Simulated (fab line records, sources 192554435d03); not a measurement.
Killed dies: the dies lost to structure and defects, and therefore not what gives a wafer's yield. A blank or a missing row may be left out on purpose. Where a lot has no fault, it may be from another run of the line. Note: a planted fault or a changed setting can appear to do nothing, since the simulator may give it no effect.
fab line records	flow n5-finfet
record: lots: 7	wafers: 21
route steps=1938 shown BEOL_M7@1308 BEOL_M8@1332 BEOL_M13@1661
start-h: hours from the record's opening day to when the first of the lot's shown wafers began	wait-h: time in hours since the lot's previous step	" as in the row above	L1.1+2: a row that stands for several wafers	- either no value or no given start	* or withheld: withheld	< > ~ a bound
route shown NAME@n: a module of which the file shows steps, and the number in the route of the first	usual: mean/standard deviation taken from wafers without a fault	same: alike in all rows	chamber/n: place in a boat	sites: readings site by site	_std_site: standard deviation of those values	_edge_site: inner sites' mean taken away from outer sites' mean	radius-mm: how far each site lies from the wafer's centre	mask NAME#n: copy n	behind: tool/chamber where the wafer was last shaped	hold: reason for holding the lot/hours on hold/outcome of the hold	device: whichever transistor did not switch (one of n, p or np)	end of line: the route-end tests of the same wafers	where a step has no rows: the recipe by itself	killed: the dies lost at the first sort to structure and to defects; this is not the yield of the wafer	map: a wafer's dies, marking killed ones x, the rest . and places with no die _
set.NAME: setting as actually run; set.NAME@STEP: the setting as run at that earlier step	model.NAME: the simulator's own value behind a step, which no gauge read
lots with deliberately changed settings; one table per step, one row per wafer
== steps ==
step: N5_BEOL_M7_TRENCH_ETCH_37
recipe: chemistry: C4F6/O2	target-depth-a: 934.78	target: SiCOH_lowk	time-s: 31.2	ion-energy-ev: 250	pressure-mtorr: 30	source-w: 345	bias-w: 185	Ar_flow_sccm: 300	C4F6_flow_sccm: 10	O2_flow_sccm: 10
lot.wafer	tool	chamber	start-h	wait-h	set.time-s	model.etch.depth-nm	model.BEOL_M7.feature-depth-nm
L076.1	rie-diel-04	1	-	-	28.94	84.97	85
L076.2	"	0	"	"	28.94	82.94	83
L076.6	"	1	"	"	28.94	85.01	85
L080.1	rie-diel-02	3	-	-	31.2	91.94	92
L080.2	"	0	"	"	31.2	90.31	90.4
L080.5	"	1	"	"	31.2	91.18	91.2
L074.4	rie-diel-06	1	-	-	31.2	92.11	92.2
L074.5	"	1	"	"	34.14	101.8	101.8
L074.6	"	0	"	"	31.2	94.27	94.2
L084.2	rie-diel-04	0	-	-	31.2	96.7	96.6
L084.3	"	3	"	"	31.2	97.18	97.2
L084.6	"	2	"	"	31.2	94.87	94.8
L088.1	rie-diel-04	0	-	-	31.2	94.76	94.8
L088.2	"	1	"	"	31.2	93.18	93.2
L088.5	"	0	"	"	33.68	102.5	102.6
L093.1	rie-diel-02	2	-	-	33.74	97.98	98
L093.3	"	1	"	"	31.2	90.14	90.2
L093.6	"	3	"	"	31.2	91.17	91.2
L097.1	rie-diel-06	0	-	-	31.2	95.52	95.6
L097.2	"	1	"	"	24.19	72.59	72.6
L097.6	"	1	"	"	31.2	94.03	94
step: N5_BEOL_M7_ETCH_41
recipe: chemistry: CH3F/O2	target: SiCN	target-depth-a: 319	taper-deg: 2	time-s: 57.8	ion-energy-ev: 120	mask-material: TiN	pressure-mtorr: 30	source-w: 395	bias-w: 75	Ar_flow_sccm: 150	CH3F_flow_sccm: 30	O2_flow_sccm: 20
step: N5_BEOL_M7_STRIP_80
recipe: chemistry: N2/H2	time-s: 10	power-w: 450	temp-c: 40	pressure-mtorr: 20	rf-frequency-hz: 6e+07	bias-power-w: 7	n2-flow-sccm: 200	h2-flow-sccm: 200
step: N5_BEOL_M7_OCD_MEAS_38
usual: trench-depth-nm: 93.4/2.3
lot.wafer	tool	chamber	start-h	wait-h	set.time-s@BEOL_M7_TRENCH_ETCH_37	trench-depth-nm
L076.1	ocd-02	-	212.79	-	28.94	85.2
L076.2	"	-	"	"	28.94	83.1
L076.6	"	-	"	"	28.94	84.7
L080.1	ocd-02	-	245.25	-	31.2	91.4
L080.2	"	-	"	"	31.2	90.4
L080.5	"	-	"	"	31.2	91.4
L074.4	ocd-01	-	245.30	-	31.2	92.3
L074.5	"	-	"	"	34.14	101.6
L074.6	"	-	"	"	31.2	93.9
L084.2	ocd-02	-	264.41	-	31.2	96.4
L084.3	"	-	"	"	31.2	96.2
L084.6	"	-	"	"	31.2	95.1
L088.1	ocd-02	-	306.34	-	31.2	94.7
L088.2	"	-	"	"	31.2	93.3
L088.5	"	-	"	"	33.68	102.1
L093.1	ocd-01	-	336.29	-	33.74	98.2
L093.3	"	-	"	"	31.2	90.2
L093.6	"	-	"	"	31.2	91.5
L097.1	ocd-01	-	354.75	-	31.2	95.5
L097.2	"	-	"	"	24.19	73.0
L097.6	"	-	"	"	31.2	94.1
step: N5_BEOL_M7_HM_STRIP_39
recipe: chemistry: peroxide-tin-strip	material: TiN	target-depth-a: 250	temp-c: 50	time-s: 158
step: N5_BEOL_M7_SRD_40
recipe: time-s: 30	temp-c: 23	rinse-liquid: diw	dry: ipa-marangoni
step: N5_BEOL_M7_ECD_50
recipe: material: Cu	target-thk-a: 3000
step: N5_BEOL_M7_ANNEAL_51
recipe: temp-c: 225	time-s: 90	ambient: N2
step: N5_BEOL_M7_CMP_52
recipe: stop-on: SiCOH_lowk	t-overpolish-s: 6.9	down-force-psi: 1	platen-rpm: 50	clearing-platen-down-force-psi: 1.5	clearing-platen-rpm: 50	post-cmp-clean: cu-alkaline	target-thk-nm: 80	clearing-platen-pad-velocity-m-s: 0.99484	pad-velocity-m-s: 0.99484
lot.wafer	tool	chamber	start-h	wait-h	set.time-s@BEOL_M7_TRENCH_ETCH_37	model.Cu_of_BEOL_M7_ECD_50.thk-nm
L076.1	cmp-01	3	216.28	0.3	28.94	71.8
L076.2	"	0	"	"	28.94	69.6
L076.6	"	3	"	"	28.94	72.4
L080.2	cmp-02	2	247.89	0.2	31.2	74.4
L080.1	"	3	"	"	31.2	78
L080.5	"	1	"	"	31.2	76
L074.4	cmp-02	1	248.32	0.2	31.2	78.4
L074.5	"	0	"	"	34.14	88
L074.6	"	1	"	"	31.2	80.6
L084.3	cmp-04	1	267.68	0.2	31.2	85
L084.2	"	2	"	"	31.2	83.2
L084.6	"	2	"	"	31.2	81.2
L088.2	cmp-04	1	309.13	0.3	31.2	80.8
L088.1	"	2	"	"	31.2	79.6
L088.5	"	3	"	"	33.68	88.8
L093.3	cmp-04	1	338.66	0.2	31.2	77.4
L093.1	"	3	"	"	33.74	84.6
L093.6	"	0	"	"	31.2	76.6
L097.2	cmp-01	3	357.34	0.2	24.19	60
L097.1	"	0	"	"	31.2	83
L097.6	"	0	"	"	31.2	80.6
step: N5_BEOL_M7_THK_MEAS_53
recipe: thk-meas-gauge: xrf	reads: Cu_of_BEOL_M7_ECD_50
usual: M7_THK: 79.7/2.9
lot.wafer	tool	chamber	start-h	wait-h	set.time-s@BEOL_M7_TRENCH_ETCH_37	M7_THK[nm]
L076.1	film-metro-02	-	216.57	-	28.94	72.0
L076.2	"	-	"	"	28.94	69.3
L076.6	"	-	"	"	28.94	72.5
L080.1	film-metro-02	-	248.24	-	31.2	77.5
L080.2	"	-	"	"	31.2	74.2
L080.5	"	-	"	"	31.2	75.5
L074.4	film-metro-01	-	248.58	-	31.2	77.9
L074.5	"	-	"	"	34.14	87.7
L074.6	"	-	"	"	31.2	79.9
L084.2	film-metro-01	-	267.97	-	31.2	83.0
L084.3	"	-	"	"	31.2	84.5
L084.6	"	-	"	"	31.2	80.7
L088.1	film-metro-01	-	309.35	-	31.2	79.1
L088.2	"	-	"	"	31.2	80.1
L088.5	"	-	"	"	33.68	88.2
L093.1	film-metro-01	-	338.92	-	33.74	83.5
L093.3	"	-	"	"	31.2	76.1
L093.6	"	-	"	"	31.2	75.5
L097.1	film-metro-01	-	357.64	-	31.2	82.4
L097.2	"	-	"	"	24.19	59.8
L097.6	"	-	"	"	31.2	80.0
step: N5_BEOL_M7_PRE_CLEAN_55
recipe: gas: NH3	time-s: 15	temp-c: withheld	rf-power-w: 300
step: N5_BEOL_M7_DEP_56
recipe: material: SiCN	target-thk-a: 100	temp-c: withheld	precursor: 3MS/NH3	pressure-torr: 3	rf-w: 202	time-s: 17.5
step: N5_BEOL_M7_RS_MEAS_57
recipe: thk-meas-gauge: four-point-probe	reads: Cu_of_BEOL_M7_ECD_50+Co_of_BEOL_M7_CVD_78+TaN_of_BEOL_M7_ALD_77
usual: M7_RS: 0.287/0.012
lot.wafer	tool	chamber	start-h	wait-h	set.time-s@BEOL_M7_TRENCH_ETCH_37	M7_RS[ohm/sq]
L076.1	film-metro-01	-	216.73	0.1	28.94	0.324
L076.2	"	-	"	"	28.94	0.337
L076.6	"	-	"	"	28.94	0.322
L080.1	film-metro-02	-	248.37	0.1	31.2	0.294
L080.2	"	-	"	"	31.2	0.312
L080.5	"	-	"	"	31.2	0.304
L074.4	film-metro-01	-	248.71	0.0	31.2	0.293
L074.5	"	-	"	"	34.14	0.256
L074.6	"	-	"	"	31.2	0.283
L084.2	film-metro-01	-	268.10	0.1	31.2	0.273
L084.3	"	-	"	"	31.2	0.267
L084.6	"	-	"	"	31.2	0.282
L088.1	film-metro-01	-	309.48	0.1	31.2	0.287
L088.2	"	-	"	"	31.2	0.282
L088.5	"	-	"	"	33.68	0.253
L093.1	film-metro-01	-	339.05	0.1	33.74	0.268
L093.3	"	-	"	"	31.2	0.298
L093.6	"	-	"	"	31.2	0.301
L097.1	film-metro-02	-	357.77	0.1	31.2	0.274
L097.2	"	-	"	"	24.19	0.405
L097.6	"	-	"	"	31.2	0.284
step: N5_BEOL_M8_ILD_DEP_00
recipe: material: SiCOH_lowk	target-thk-a: 1797.5	temp-c: 300	precursor: DEMS/porogen	pressure-torr: 5	rf-w: 500	time-s: 33.4
lot.wafer	tool	chamber	start-h	wait-h	set.time-s	model.SiCOH_lowk_of_BEOL_M8_ILD_DEP_00.thk-nm
L076.1	pecvd-02	0	216.79	0.0	28.92	155.4
L076.2	"	1	"	"	33.4	180
L076.6	"	0	"	"	33.4	180.2
L080.1	pecvd-03	2	248.43	0.0	30.39	159.6
L080.2	"	1	"	"	30.39	162.6
L080.5	"	2	"	"	33.4	182.4
L074.4	pecvd-01	0	248.79	0.1	38.39	208.4
L074.5	"	1	"	"	33.4	179.8
L074.6	"	2	"	"	38.39	205.6
L084.2	pecvd-02	1	268.16	0.0	33.4	179.6
L084.3	"	0	"	"	33.4	177.6
L084.6	"	2	"	"	33.4	182.4
L088.1	pecvd-03	1	309.54	0.0	33.4	179.2
L088.2	"	0	"	"	33.4	176.8
L088.5	"	1	"	"	33.4	180.6
L093.1	pecvd-02	2	339.11	0.0	35.42	187.6
L093.3	"	0	"	"	35.42	188.4
L093.6	"	2	"	"	33.4	182
L097.1	pecvd-03	1	357.83	0.0	33.4	178.6
L097.2+6	"	2,0	"	"	36.45	195.4
step: N5_BEOL_M8_CURE_74
recipe: temp-c: 385	time-s: 240	ambient: He/Ar	material: SiCOH_lowk
lot.wafer	tool	chamber	start-h	wait-h	set.time-s@BEOL_M8_ILD_DEP_00	model.SiCOH_lowk_of_BEOL_M8_ILD_DEP_00.thk-nm
L076.1	uv-cure-02	0	216.88	0.1	28.92	133.8
L076.2	"	0	"	"	33.4	155.2
L076.6	"	0	"	"	33.4	155.4
L080.1	uv-cure-02	2	248.50	0.0	30.39	137.6
L080.2	"	2	"	"	30.39	140
L080.5	"	2	"	"	33.4	157.4
L074.4	uv-cure-01	2	249.07	0.3	38.39	180
L074.5	"	2	"	"	33.4	155
L074.6	"	2	"	"	38.39	177.6
L084.2	uv-cure-01	0	268.31	0.1	33.4	154.8
L084.3	"	0	"	"	33.4	153.2
L084.6	"	0	"	"	33.4	157.4
L088.1	uv-cure-01	1	309.63	0.1	33.4	154.4
L088.2	"	1	"	"	33.4	152.4
L088.5	"	1	"	"	33.4	155.8
L093.1	uv-cure-02	2	339.18	0.0	35.42	162
L093.3	"	2	"	"	35.42	162.4
L093.6	"	2	"	"	33.4	157
L097.1	uv-cure-01	0	357.90	0.0	33.4	154
L097.2	"	0	"	"	36.45	168.6
L097.6	"	0	"	"	36.45	168.8
step: N5_BEOL_M8_THK_MEAS_01
recipe: reads: SiCOH_lowk_of_BEOL_M8_ILD_DEP_00
usual: M8_ILD_THK: 154.5/1.7
lot.wafer	tool	chamber	start-h	wait-h	set.time-s@BEOL_M8_ILD_DEP_00	M8_ILD_THK[nm]
L076.1	film-metro-02	-	217.87	0.8	28.92	133.7
L076.2	"	-	"	"	33.4	155.3
L076.6	"	-	"	"	33.4	155.3
L080.1	film-metro-01	-	249.01	0.4	30.39	137.5
L080.2	"	-	"	"	30.39	140.1
L080.5	"	-	"	"	33.4	157.5
L074.4	film-metro-02	-	249.35	0.2	38.39	179.9
L074.5	"	-	"	"	33.4	155.0
L074.6	"	-	"	"	38.39	177.5
L084.2	film-metro-02	-	268.74	0.4	33.4	154.7
L084.3	"	-	"	"	33.4	153.1
L084.6	"	-	"	"	33.4	157.4
L088.1	film-metro-02	-	310.14	0.4	33.4	154.4
L088.2	"	-	"	"	33.4	152.4
L088.5	"	-	"	"	33.4	155.7
L093.1	film-metro-02	-	339.69	0.4	35.42	161.9
L093.3	"	-	"	"	35.42	162.4
L093.6	"	-	"	"	33.4	156.9
L097.1	film-metro-01	-	358.41	0.4	33.4	153.9
L097.2	"	-	"	"	36.45	168.8
L097.6	"	-	"	"	36.45	168.9
step: N5_BEOL_M8_EXPOSE_08
recipe: mask-id: M8	na: 1.35	source-shape: dipole	sigma-inner: 0.817	sigma-outer: 0.97	polarization: te	dose-mj: 68.25
lot.wafer	tool	chamber	start-h	wait-h	mask	set.dose-mj
L076.1+6	arfi-scanner-02	0	219.64	-	M8#0	66.5
L076.2	"	0	"	"	M8#0	68.25
L080.1+2+5	arfi-scanner-02	0	252.33	-	M8#0	71.17
L074.4+5+6	arfi-scanner-03	0	252.55	-	M8#0	68.25
L084.2+3+6	arfi-scanner-01	0	270.85	-	M8#0	68.25
L088.1	arfi-scanner-02	0	310.98	-	M8#0	68.25
L088.2+5	"	0	"	"	M8#0	70.39
L093.1	arfi-scanner-01	0	340.72	-	M8#0	70.01
L093.3+6	"	0	"	"	M8#0	68.25
L097.1	arfi-scanner-01	0	362.60	-	M8#0	65.72
L097.2+6	"	0	"	"	M8#0	68.25
step: N5_BEOL_M8_PEB_09
recipe: peb-temp-c: withheld	peb-time-s: 60	resist: CAR-ArF
step: N5_BEOL_M8_DEVELOP_10
recipe: develop-time-s: 30	developer: TMAH	resist: CAR-ArF	rinse-liquid: diw	dry: air-spin	dev-temp-c: 23
step: N5_BEOL_M8_DESCUM_16
recipe: chemistry: O2	time-s: 7.9	source-power-w: 50	bias-power-w: 20	pressure-mtorr: 20	rf-frequency-hz: 2.712e+07	temp-c: 40	resist: CAR-ArF	o2-flow-sccm: 225
step: N5_BEOL_M8_ETCH_61
recipe: chemistry: CF4	target: SiARC	target-depth-a: 455	mask-material: CAR-ArF	time-s: 75.8	ion-energy-ev: 80	pressure-mtorr: 40	source-w: 545	bias-w: 36	Ar_flow_sccm: 100	cf4-flow-sccm: 100	ends: cleared
lot.wafer	tool	chamber	start-h	wait-h	set.dose-mj@BEOL_M8_EXPOSE_08	model.BEOL_M8.cd-offset-nm
L076.1+6	rie-diel-03	2	219.90	0.0	66.5	-1.6
L076.2	"	1	"	"	68.25	0
L080.1	rie-diel-03	1	252.89	0.0	71.17	1.6
L080.2	"	0	"	"	71.17	1.2
L080.5	"	3	"	"	71.17	2.8
L074.4	rie-diel-03	1	253.43	0.0	68.25	1
L074.5	"	1	"	"	68.25	0.2
L074.6	"	2	"	"	68.25	0.6
L084.2	rie-diel-01	1	271.74	0.0	68.25	-0.2
L084.3	"	0	"	"	68.25	-0.8
L084.6	"	3	"	"	68.25	0
L088.1	rie-diel-01	3	311.23	0.0	68.25	0
L088.2	"	1	"	"	70.39	1.4
L088.5	"	1	"	"	70.39	1.6
L093.1	rie-diel-03	0	340.97	0.0	70.01	1.2
L093.3	"	3	"	"	68.25	0
L093.6	"	3	"	"	68.25	0.2
L097.1	rie-diel-01	0	362.92	0.0	65.72	-2.2
L097.2	"	1	"	"	68.25	-0.6
L097.6	"	3	"	"	68.25	0
step: N5_BEOL_M8_ETCH_62
recipe: chemistry: N2/H2	target: SOC	target-depth-a: 1100	overetch-a: 220	mask-material: SiARC	temp-c: 40	time-s: 165	ion-energy-ev: 200	pressure-mtorr: 30	source-w: 840	bias-w: 150	n2-flow-sccm: 200	h2-flow-sccm: 200
step: N5_BEOL_M8_STRIP_68
recipe: chemistry: N2/H2	temp-c: 40	n2-flow-sccm: 200	h2-flow-sccm: 200	rf-frequency-hz: 6e+07
step: N5_BEOL_M8_STRIP_67
recipe: chemistry: CF4	resist: SiARC	power-w: 300	bias-power-w: 75	pressure-mtorr: 50	cf4-flow-sccm: 150	rf-frequency-hz: 6e+07
step: N5_BEOL_M8_HM_OPEN_17
recipe: chemistry: Cl2/BCl3	target-depth-a: 200	overetch-a: 60	target: TiN	mask-material: SOC	ion-energy-ev: 150	pressure-mtorr: 10	icp-w: 1000	bias-w: 126	Cl2_flow_sccm: 53.25	bcl3-flow-sccm: 21.75	Ar_flow_sccm: 25
lot.wafer	tool	chamber	start-h	wait-h	set.dose-mj@BEOL_M8_EXPOSE_08	model.BEOL_M8.cd-offset-nm
L076.1	rie-metal-03	1	220.14	0.0	66.5	-1.4
L076.2	"	0	"	"	68.25	0
L076.6	"	0	"	"	66.5	-2
L080.1	rie-metal-02	1	253.13	0.0	71.17	2
L080.2	"	0	"	"	71.17	1.4
L080.5	"	0	"	"	71.17	2.6
L074.4	rie-metal-02	1	253.70	0.1	68.25	1.2
L074.5+6	"	1,0	"	"	68.25	0.4
L084.2	rie-metal-02	1	272.02	0.1	68.25	0
L084.3	"	1	"	"	68.25	-1
L084.6	"	1	"	"	68.25	-0.2
L088.1	rie-metal-01	0	311.48	0.0	68.25	-0.4
L088.2	"	1	"	"	70.39	1
L088.5	"	1	"	"	70.39	1.2
L093.1	rie-metal-03	0	341.22	0.0	70.01	0.8
L093.3	"	1	"	"	68.25	-0.2
L093.6	"	1	"	"	68.25	0
L097.1	rie-metal-03	0	363.16	0.0	65.72	-2.4
L097.2	"	1	"	"	68.25	-0.6
L097.6	"	0	"	"	68.25	0
step: N5_BEOL_M8_STRIP_19
recipe: chemistry: O2	power-w: 400	temp-c: 40	pressure-mtorr: 30	rf-frequency-hz: 6e+07	bias-power-w: 0	overash-fraction: 0.2	o2-flow-sccm: 225
step: N5_BEOL_M8_CD_MEAS_18
recipe: pitch-nm: 80	target-cd-nm: 40
usual: cd-nm: 40.0/0.51
lot.wafer	tool	chamber	start-h	wait-h	set.dose-mj@BEOL_M8_EXPOSE_08	cd-nm
L076.1	cd-sem-03	-	220.43	0.0	66.5	38.5
L076.2	"	-	"	"	68.25	40.3
L076.6	"	-	"	"	66.5	38.2
L080.1	cd-sem-03	-	253.36	0.0	71.17	42.5
L080.2	"	-	"	"	71.17	41.5
L080.5	"	-	"	"	71.17	42.5
L074.4	cd-sem-03	-	253.90	0.1	68.25	41.0
L074.5	"	-	"	"	68.25	40.7
L074.6	"	-	"	"	68.25	40.7
L084.2	cd-sem-03	-	272.30	0.1	68.25	40.0
L084.3	"	-	"	"	68.25	38.8
L084.6	"	-	"	"	68.25	40.1
L088.1	cd-sem-03	-	311.67	0.0	68.25	39.9
L088.2	"	-	"	"	70.39	41.1
L088.5	"	-	"	"	70.39	41.3
L093.1	cd-sem-01	-	341.40	0.0	70.01	40.8
L093.3	"	-	"	"	68.25	39.6
L093.6	"	-	"	"	68.25	39.7
L097.1	cd-sem-03	-	363.34	0.0	65.72	37.5
L097.2	"	-	"	"	68.25	39.4
L097.6	"	-	"	"	68.25	40.0
step: N5_BEOL_M8_COAT_63
recipe: resist: SOC	temp-c: 250	time-s: 60	spin-rpm: 1500	resist-thk-nm: 60
step: N5_BEOL_M8_COAT_64
recipe: resist: SiARC	temp-c: 220	time-s: 60	spin-rpm: 1500	resist-thk-nm: 12
step: N5_BEOL_M8_PRECLEAN_42
recipe: chemistry: residue-remover	time-s: 60	temp-c: 40
step: N5_BEOL_M8_SRD_43
recipe: time-s: 30	temp-c: 23	rinse-liquid: diw	dry: ipa-marangoni
step: N5_BEOL_M8_CD_MEAS_35
recipe: target-cd-nm: 40	polarity: opening
usual: cd-nm: 39.9/0.53
lot.wafer	tool	chamber	start-h	wait-h	set.dose-mj@BEOL_M8_EXPOSE_08	cd-nm
L076.1	cd-sem-02	-	222.91	0.0	66.5	38.3
L076.2	"	-	"	"	68.25	39.9
L076.6	"	-	"	"	66.5	37.9
L080.1	cd-sem-01	-	255.93	0.0	71.17	41.9
L080.2	"	-	"	"	71.17	41.4
L080.5	"	-	"	"	71.17	42.7
L074.4	cd-sem-02	-	256.03	0.0	68.25	40.8
L074.5	"	-	"	"	68.25	40.3
L074.6	"	-	"	"	68.25	40.4
L084.2	cd-sem-02	-	274.14	0.0	68.25	39.8
L084.3	"	-	"	"	68.25	38.9
L084.6	"	-	"	"	68.25	40.2
L088.1	cd-sem-01	-	313.97	0.0	68.25	39.5
L088.2	"	-	"	"	70.39	40.7
L088.5	"	-	"	"	70.39	41.2
L093.1	cd-sem-02	-	346.25	0.0	70.01	40.9
L093.3	"	-	"	"	68.25	39.8
L093.6	"	-	"	"	68.25	40.1
L097.1	cd-sem-02	-	365.56	0.0	65.72	37.3
L097.2	"	-	"	"	68.25	39.5
L097.6	"	-	"	"	68.25	39.8
step: N5_BEOL_M13_COAT_58
recipe: resist: BARC	temp-c: 205	time-s: 60	spin-rpm: 1500	resist-thk-nm: 89
lot.wafer	tool	chamber	start-h	wait-h	set.spin-rpm	model.BARC_of_BEOL_M13_COAT_58.thk-nm
L076.1	litho-track-02	0	260.27	0.0	1500	89.4
L076.2	"	0	"	"	1647	85
L076.6	"	0	"	"	1500	89.2
L080.1+5	litho-track-03	0	290.90	0.0	1376	93.6
L080.2	"	0	"	"	1500	89.6
L074.4+6	litho-track-03	0	298.99	0.0	1500	89.4
L074.5	"	0	"	"	1566	87.6
L084.2	litho-track-01	0	308.84	0.0	1500	88.8
L084.3	"	0	"	"	1500	88.6
L084.6	"	0	"	"	1500	89
L088.1	litho-track-03	0	347.89	0.0	1500	89
L088.2	"	0	"	"	1613	85.8
L088.5	"	0	"	"	1613	85.4
L093.1	litho-track-01	0	381.64	0.0	1500	89
L093.3	"	0	"	"	1500	88.6
L093.6	"	0	"	"	1500	88.8
L097.1	litho-track-03	0	398.68	0.0	1500	89
L097.2	"	0	"	"	1583	86.8
L097.6	"	0	"	"	1583	87
== key ==
split: step: N5_BEOL_M7_TRENCH_ETCH_37	setting: time-s	stated: 31.2	by: wafer
response: step: N5_BEOL_M7_TRENCH_ETCH_37	reading: model.etch.depth-nm	change: +0.978	per: 1%	r: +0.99
response: step: N5_BEOL_M7_TRENCH_ETCH_37	reading: model.BEOL_M7.feature-depth-nm	change: +0.979	per: 1%	r: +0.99
response: step: N5_BEOL_M7_OCD_MEAS_38	reading: trench-depth-nm	change: +0.959	per: 1%	r: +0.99
response: step: N5_BEOL_M7_CMP_52	reading: model.Cu_of_BEOL_M7_ECD_50.thk-nm	change: +0.968	per: 1%	r: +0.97
response: step: N5_BEOL_M7_THK_MEAS_53	reading: M7_THK	change: +0.96	per: 1%	r: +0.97
response: step: N5_BEOL_M7_RS_MEAS_57	reading: M7_RS	change: -0.00502	per: 1%	r: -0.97
split: step: N5_BEOL_M8_ILD_DEP_00	setting: time-s	stated: 33.4	by: wafer
response: step: N5_BEOL_M8_ILD_DEP_00	reading: model.SiCOH_lowk_of_BEOL_M8_ILD_DEP_00.thk-nm	change: +1.85	per: 1%	r: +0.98
response: step: N5_BEOL_M8_CURE_74	reading: model.SiCOH_lowk_of_BEOL_M8_ILD_DEP_00.thk-nm	change: +1.62	per: 1%	r: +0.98
response: step: N5_BEOL_M8_THK_MEAS_01	reading: M8_ILD_THK	change: +1.62	per: 1%	r: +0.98
split: step: N5_BEOL_M8_EXPOSE_08	setting: dose-mj	stated: 68.25	by: wafer
response: step: N5_BEOL_M8_ETCH_61	reading: model.BEOL_M8.cd-offset-nm	change: +0.508	per: 1%	r: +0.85
response: step: N5_BEOL_M8_HM_OPEN_17	reading: model.BEOL_M8.cd-offset-nm	change: +0.521	per: 1%	r: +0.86
response: step: N5_BEOL_M8_CD_MEAS_18	reading: cd-nm	change: +0.547	per: 1%	r: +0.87
response: step: N5_BEOL_M8_CD_MEAS_35	reading: cd-nm	change: +0.554	per: 1%	r: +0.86
split: step: N5_BEOL_M13_COAT_58	setting: spin-rpm	stated: 1500	by: wafer
response: step: N5_BEOL_M13_COAT_58	reading: model.BARC_of_BEOL_M13_COAT_58.thk-nm	change: -0.444	per: 1%	r: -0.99
